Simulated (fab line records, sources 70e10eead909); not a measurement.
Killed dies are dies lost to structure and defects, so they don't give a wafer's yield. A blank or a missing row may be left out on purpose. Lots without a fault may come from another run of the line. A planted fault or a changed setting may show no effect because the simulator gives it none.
fab line records | flow nand_harc
record lots=5 wafers=15 last_day=33
route steps=1302 shown A_CHANNEL_FILL_D1@496 END@1302
lots that met no fault: from a run of the same line without faults
start_h: hours from the record's first day to the start of the lot's first wafer shown | wait_h: hours since the lot's step before | " the same as in the row above | L1.1+2: a row that stands for several wafers | - no value, or no start given | * or withheld: withheld | < > ~ a bound
route shown NAME@n: a module of which the file shows steps, and the number in the route of the first | usual: mean/standard deviation of fault-free wafers | same: alike in all rows | chamber/n: place in a boat | sites: the reading at each site | _std_site: their standard deviation | _edge_site: outer sites' mean less inner sites' | radius_mm: how far each site lies from the wafer's centre | mask NAME#n: copy n | behind: the tool/chamber that last shaped the wafer | hold: why the lot was held/for how many hours/how that ended | device: the transistor (n, p or np) that didn't switch | end of line: the same wafers' tests at the end of the route | a step without rows: its recipe alone | killed: dies lost to structure and defects at the first sort, not the wafer's yield | map: a wafer's dies, x killed, . not, _ none there
set.NAME: the setting as run; set.NAME@STEP: as run at that earlier step | model.NAME: the simulator's own value behind a step, which no gauge read
lots at some steps of the route; a table a step, a row a wafer
services: from which hour (start_h, from the record's first day; less than 0 if before it) a tool's chamber was out of use, for how many hours, and why
## steps
# step NHARC_A_CHANNEL_FILL_D1_ALD_16
# recipe target_thk_a=15 pulse_time_s=10 ald_cycles=15 temp_c=300 material=SiO2
# step NHARC_A_CHANNEL_FILL_D1_ANNEAL_17
# recipe temp_c=850 time_s=1800
# step NHARC_A_CHANNEL_FILL_D1_CVD_18
# recipe target_thk_a=30 temp_c=550 material=poly-Si
# step NHARC_A_CHANNEL_FILL_D1_ETCHBACK_19
# recipe target_depth_a=50 time_s=1.7 hbr_flow_sccm=150 cl2_flow_sccm=50 rf_w=400 icp_w=400 bias_w=100 chemistry=HBr/Cl2
# usual drypump_motor_current_A=5.8/0.57 oes_product_au=0.998/0.012 throttle_valve_pct=26.406/0.009
# columns lot.wafer tool chamber start_h wait_h drypump_motor_current_A oes_product_au rf_hours_counter_h throttle_valve_pct
L121.3 rie_si-05 3 224.69 0.4 5.1 0.997 0.46 26.412
L121.4 " 0 " " 4.9 0.989 0.48 26.413
L121.2 " 2 " " 6.5 0.979 0.53 26.407
L122.4 rie_si-01 3 230.79 0.4 5.7 1.005 0.23 26.406
L122.3 " 0 " " 6.5 0.992 0.17 26.392
L122.6 " 1 " " 5.9 1.010 - 26.427
L132.4 rie_si-06 0 338.84 0.4 5.6 1.016 0.59 26.414
L132.3 " 1 " " 6.2 0.978 0.48 26.402
L132.1 " 3 " " 5.6 1.016 0.63 26.408
L135.4 rie_si-06 1 363.43 0.4 6.2 0.987 0.60 26.404
L135.2 " 2 " " 5.7 1.007 0.84 26.430
L135.6 " 0 " " 5.6 1.032 - 26.403
L142.4 rie_si-05 2 431.86 0.4 6.5 0.992 0.73 26.397
L142.5 " 1 " " 6.2 0.991 - 26.407
L142.6 " 2 " " 6.5 0.997 - 26.407
# step NHARC_A_CHANNEL_FILL_D1_ETCHBACK_20
# recipe target_depth_a=270 time_s=13.5 c4f8_flow_sccm=withheld o2_flow_sccm=8 ar_flow_sccm=withheld rf_w=600 bias_w=1500 chemistry=C4F8/O2/Ar
# usual oes_product_au=0.96/0.04 rf_vpp_V=976/6.8 run_length_s=34.6/0.34
# columns lot.wafer tool chamber start_h wait_h oes_product_au rf_hours_counter_h rf_vpp_V run_length_s
L121.4 rie_diel-12 1 224.81 - 0.92 5.5 987 34.9
L121.3 " 3 " " 0.94 5.2 971 34.7
L121.2 " 0 " " 0.93 4.3 971 34.1
L122.3 rie_diel-11 1 230.89 - 0.92 8.3 979 34.2
L122.4 " 0 " " 0.92 9.5 971 34.7
L122.6 " 2 " " 0.92 - 973 34.2
L132.4 rie_diel-09 2 338.98 - 1.00 0.4 983 34.0
L132.1 " 3 " " 1.00 0.4 970 34.6
L132.3 " 0 " " 0.99 0.3 983 34.6
L135.4 rie_diel-12 3 363.56 - 0.93 4.8 971 34.9
L135.2 " 1 " " 0.91 4.2 986 34.9
L135.6 " 3 " " 0.91 - 972 35.2
L142.5 rie_diel-11 2 432.01 - 0.93 - 974 34.5
L142.6 " 3 " " 0.93 - 972 34.7
L142.4 " 1 " " 0.92 - 977 34.9
# step NHARC_A_CHANNEL_FILL_D1_STRIP_28
# recipe time_s=20 o2_flow_sccm=500 ar_flow_sccm=0 bias_w=0 chemistry=O2
# usual drypump_motor_current_A=5.6/0.56 oes_product_au=0.998/0.0094 rf_vpp_V=57.6/0.98 showerhead_plenum_p_Torr=3.48/0.17 throttle_valve_pct=17.038/0.009
# columns lot.wafer tool chamber start_h wait_h drypump_motor_current_A oes_product_au rf_hours_counter_h rf_vpp_V showerhead_plenum_p_Torr throttle_valve_pct
L121.2 rie_diel-12 0 224.91 0.1 5.6 1.004 4.3 57.1 3.32 17.062
L121.3 " 1 " " 5.2 0.990 5.5 57.9 3.76 17.030
L121.4 " 2 " " 6.0 1.000 5.8 58.7 3.63 17.037
L122.3 rie_diel-11 0 230.98 0.1 6.0 0.995 9.5 56.7 3.35 17.036
L122.4 " 2 " " 6.3 1.002 7.6 58.2 3.42 17.038
L122.6 " 3 " " 5.0 0.997 - 57.5 3.36 17.035
L132.1 rie_diel-09 1 339.06 0.1 4.7 1.024 0.3 57.8 3.30 17.036
L132.4 " 2 " " 6.3 1.000 0.4 58.0 3.69 17.036
L132.3 " 0 " " 5.7 0.996 0.3 57.4 3.69 17.038
L135.2 rie_diel-12 3 363.64 0.1 6.0 0.992 4.8 56.9 3.35 17.041
L135.4 " 1 " " 5.2 0.997 4.2 57.3 3.76 17.058
L135.6 " 0 " " 5.7 0.986 - 56.1 3.32 17.039
L142.6 rie_diel-11 2 432.10 0.1 6.3 0.998 - 55.8 3.41 17.024
L142.4 " 3 " " 4.9 1.008 - 56.4 3.36 17.043
L142.5 " 1 " " 5.6 0.982 - 56.2 3.53 17.042
# step NHARC_A_CHANNEL_FILL_D1_PRECLEAN_21
# recipe time_s=30 chemistry=dHF
# step NHARC_A_CHANNEL_FILL_D1_SRD_23
# step NHARC_A_CHANNEL_FILL_D1_CVD_05
# recipe target_thk_a=50 temp_c=550 material=poly-Si
# step NHARC_A_CHANNEL_FILL_D1_ANNEAL_22
# recipe temp_c=620 time_s=7200
# step NHARC_A_CHANNEL_FILL_D1_ALD_25
# recipe target_thk_a=600 pulse_time_s=10 ald_cycles=600 temp_c=300 material=SiOx
# usual heater_power_w=489/74 precursor_pulse_height_rel=1.000/0.018
# columns lot.wafer tool chamber start_h wait_h heater_power_w precursor_pulse_height_rel
L121.4 ald_hk-03 2 236.60 0.0 653 0.978
L121.2 " 0 237.81 1.3 501 1.006
L121.3 " 1 " " 390 0.995
L122.4 ald_hk-04 3 243.70 0.1 468 0.979
L122.3 " 1 244.93 1.3 454 1.016
L122.6 " 0 246.78 3.1 498 1.032
L132.1 ald_hk-04 2 350.76 0.1 468 0.985
L132.3 " 0 352.00 1.3 504 0.991
L132.4 " 1 " " 463 1.006
L135.4 ald_hk-03 0 376.65 1.3 510 0.996
L135.2 " 1 377.88 2.5 413 1.028
L135.6 " 0 381.58 6.2 512 0.978
L142.4 ald_hk-03 0 445.89 1.9 497 1.004
L142.5 " 1 " " 383 1.000
L142.6 " 2 " " 649 1.017
# step NHARC_A_CHANNEL_FILL_D1_ETCHBACK_08
# recipe target_depth_a=2200 time_s=110 c4f8_flow_sccm=20 ar_flow_sccm=withheld rf_w=600 bias_w=300 chemistry=C4F8
# usual oes_product_au=0.96/0.037 rf_vpp_V=440/3.1 run_length_s=131.3/0.41
# columns lot.wafer tool chamber start_h wait_h oes_product_au rf_hours_counter_h rf_vpp_V run_length_s
L121.2 rie_diel-09 0 242.08 - 0.98 5.6 444 131.5
L121.3 " 1 " " 1.00 5.7 437 131.2
L121.4 " 2 " " 0.99 4.6 442 130.8
L122.3 rie_diel-09 2 249.27 - 1.00 4.7 443 130.8
L122.4 " 0 " " 1.01 5.8 443 131.3
L122.6 " 1 " " 1.00 - 437 131.0
L132.3 rie_diel-12 3 356.32 - 0.96 4.4 438 131.5
L132.1 " 0 " " 0.96 4.2 437 131.0
L132.4 " 2 " " 0.91 4.2 441 132.1
L135.4 rie_diel-12 2 384.67 - 0.91 5.3 443 136.7
L135.2 " 3 " " 0.92 5.6 438 132.0
L135.6 " 1 " " 0.92 - 446 132.2
L142.4 rie_diel-11 3 449.58 - 1.00 0.2 438 131.6
L142.6 " 2 " " 1.00 - 440 130.9
L142.5 " 3 " " 1.00 - 437 131.0
# step NHARC_A_CHANNEL_FILL_D1_STRIP_29
# recipe time_s=20 o2_flow_sccm=500 ar_flow_sccm=0 bias_w=0 chemistry=O2
# usual drypump_motor_current_A=5.6/0.53 oes_product_au=0.996/0.0084 rf_vpp_V=57.7/0.99 showerhead_plenum_p_Torr=3.48/0.17 throttle_valve_pct=17.037/0.009
# columns lot.wafer tool chamber start_h wait_h drypump_motor_current_A oes_product_au rf_hours_counter_h rf_vpp_V showerhead_plenum_p_Torr throttle_valve_pct
L121.2 rie_diel-09 1 - - 4.7 1.003 5.7 58.0 3.30 17.033
L121.3 " 2 " " 6.4 0.989 4.6 57.4 3.69 17.042
L121.4 " 3 " " 5.1 0.998 4.9 55.8 3.31 17.035
L122.4 rie_diel-09 3 - - 5.0 0.989 5.0 57.8 3.32 17.033
L122.3 " 0 " " 5.7 1.001 5.8 58.2 3.70 17.043
L122.6 " 2 " " 6.4 0.997 - 58.1 3.69 17.036
L132.1 rie_diel-12 0 - - 5.7 0.992 4.3 55.6 3.32 17.029
L132.3 " 2 " " 6.0 0.987 4.3 57.9 3.63 17.041
L132.4 " 3 " " 6.1 0.996 4.4 57.4 3.35 17.034
L135.2 rie_diel-12 0 - - 5.7 0.993 5.7 58.3 3.32 17.028
L135.4 " 1 " " 5.3 0.994 4.9 58.0 3.76 17.036
L135.6 " 0 " " 5.7 0.992 - 57.3 3.32 17.042
L142.4 rie_diel-11 2 - - 6.3 1.005 0.2 57.5 3.41 17.047
L142.6 " 2 " " 6.3 1.003 - 57.5 3.41 17.049
L142.5 " 3 " " 5.0 1.006 - 57.0 3.36 17.045
# step NHARC_END_SORT_01
# recipe temp_c=25
# usual killed_at_array=52/18 killed_at_other=0.6/0.83 killed_at_periphery=4.3/2.8 killed_dies=57/19 killed_open=3.4/2 killed_short=2.5/1.7
# same gross_dies=677
# columns lot.wafer tool chamber start_h wait_h killed_at_array killed_at_other killed_at_periphery killed_dies killed_open killed_short
L122.3 prober-02 0 574.08 3.1 68 0 1 69 4 2
L122.4 prober-02 0 574.87 3.4 64 0 3 67 2 5
L122.6 prober-02 0 576.44 3.9 74 0 2 76 2 2
L135.2 prober-02 0 722.92 2.8 35 0 0 35 1 2
L135.4 prober-02 0 724.54 3.4 35 0 3 38 3 1
L135.6 prober-02 0 726.17 4.1 33 0 3 36 3 1
# killed by level:class
L122.3 A_CHANNEL_HOLE_D2:chamber_film_flake=28 A_CHANNEL_HOLE_D1:chamber_film_flake=23 A_STAIRCASE:chamber_film_flake=3 A_CONTACT:chamber_film_flake=3 A_DECK1_JOINT:geometric_particle:open=2 A_WL_FILL:geometric_particle:open=2 A_CHANNEL_FILL_D2:chamber_film_flake=2 A_CONTACT:unspecified=2
L122.4 A_CHANNEL_HOLE_D1:chamber_film_flake=26 A_CHANNEL_HOLE_D2:chamber_film_flake=23 A_CONTACT:chamber_film_flake=4 A_STAIRCASE:chamber_film_flake=3 P_M0:geometric_particle:short=1 A_CHANNEL_HOLE_D1:geometric_particle:short=1 A_CHANNEL_HOLE_D1:geometric_particle:open=1 A_CHANNEL_FILL_D2:geometric_particle:short=1
L122.6 A_CHANNEL_HOLE_D2:chamber_film_flake=34 A_CHANNEL_HOLE_D1:chamber_film_flake=29 A_CONTACT:unspecified=3 P_GATE:geometric_particle:open=1 P_M0:geometric_particle:open=1 A_CHANNEL_FILL_D1:geometric_particle:short=1 A_DECK1_JOINT:geometric_particle:short=1 A_ZERO_WELL:chamber_film_flake=1
L135.2 A_SLIT:chamber_film_flake=17 A_CHANNEL_HOLE_D1:chamber_film_flake=6 A_CONTACT:chamber_film_flake=6 A_M0:chamber_film_flake=2 A_ONON_D1:geometric_particle:short=1 A_CHANNEL_FILL_D2:geometric_particle:short=1 A_SLIT:geometric_particle:open=1 A_WL_FILL:chamber_film_flake=1
L135.4 A_SLIT:chamber_film_flake=20 A_CONTACT:chamber_film_flake=5 A_CHANNEL_HOLE_D1:chamber_film_flake=4 A_M0:chamber_film_flake=3 P_CONTACT:geometric_particle:open=2 P_M0:geometric_particle:open=1 A_CHANNEL_FILL_D2:geometric_particle:short=1 A_CHANNEL_FILL_D2:chamber_film_flake=1
L135.6 A_SLIT:chamber_film_flake=18 A_CONTACT:chamber_film_flake=6 A_CHANNEL_HOLE_D1:chamber_film_flake=2 A_CHANNEL_FILL_D2:chamber_film_flake=2 A_M0:chamber_film_flake=2 P_CONTACT:geometric_particle:open=1 A_DECK1_JOINT:geometric_particle:open=1 A_ONON_D2:geometric_particle:short=1
## services
# columns tool chamber start_h hours kind
ald_hk-03 - 214.76 10.0 pm
rie_diel-12 2 232.34 4.2 repair
rie_diel-11 1 234.94 5.4 repair
rie_si-06 - 249.00 9.0 pm
rie_diel-11 - 255.50 9.0 pm
ald_hk-04 - 261.63 10.0 pm
rie_diel-12 - 268.40 9.0 pm
rie_diel-11 1 275.85 8.7 repair
rie_diel-09 1 278.77 8.3 repair
rie_si-06 1 293.59 8.9 repair
rie_diel-11 2 302.48 3.4 repair
rie_diel-12 - 308.23 2.7 repair
rie_diel-09 - 320.10 9.0 pm
rie_diel-12 1 333.85 8.8 repair
rie_diel-09 3 345.73 4.9 repair
rie_diel-09 1 347.91 5.5 repair
rie_diel-12 2 348.83 4.7 repair
rie_diel-11 0 403.38 1.6 repair
rie_diel-11 0 421.35 21.5 repair
rie_diel-09 - 431.21 0.8 repair
rie_diel-12 1 432.44 2.9 repair
rie_diel-11 - 432.50 9.0 pm
rie_diel-09 0 435.91 5.6 repair
rie_diel-12 - 445.40 9.0 pm
## key
first_sign step=NHARC_A_CHANNEL_FILL_D1_ETCHBACK_08 reading=run_length_s direction=up sigmas=13 usual=* struck=*
effect none on later readings
met_at NHARC_A_CHANNEL_FILL_D1_ETCHBACK_08
struck_wafers L135.4
tester_left_out L135
onset_between 356.32 384.67
fault kind=process_parameter_drift tool=rie_diel-12 chamber=2 onset_h=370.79 steps=NHARC_A_CHANNEL_FILL_D1_ETCHBACK_08 channel=time_s offset=* shape=step end_h=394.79 acts_in=* stated=*
# tester_left_out: of these lots the tester's yield and bins aren't shown, on N5 and GAA mostly nor the transistor test; their killed dies are dies lost to structure and defects alone, not to doping, threshold or leakage, so they don't give the yield
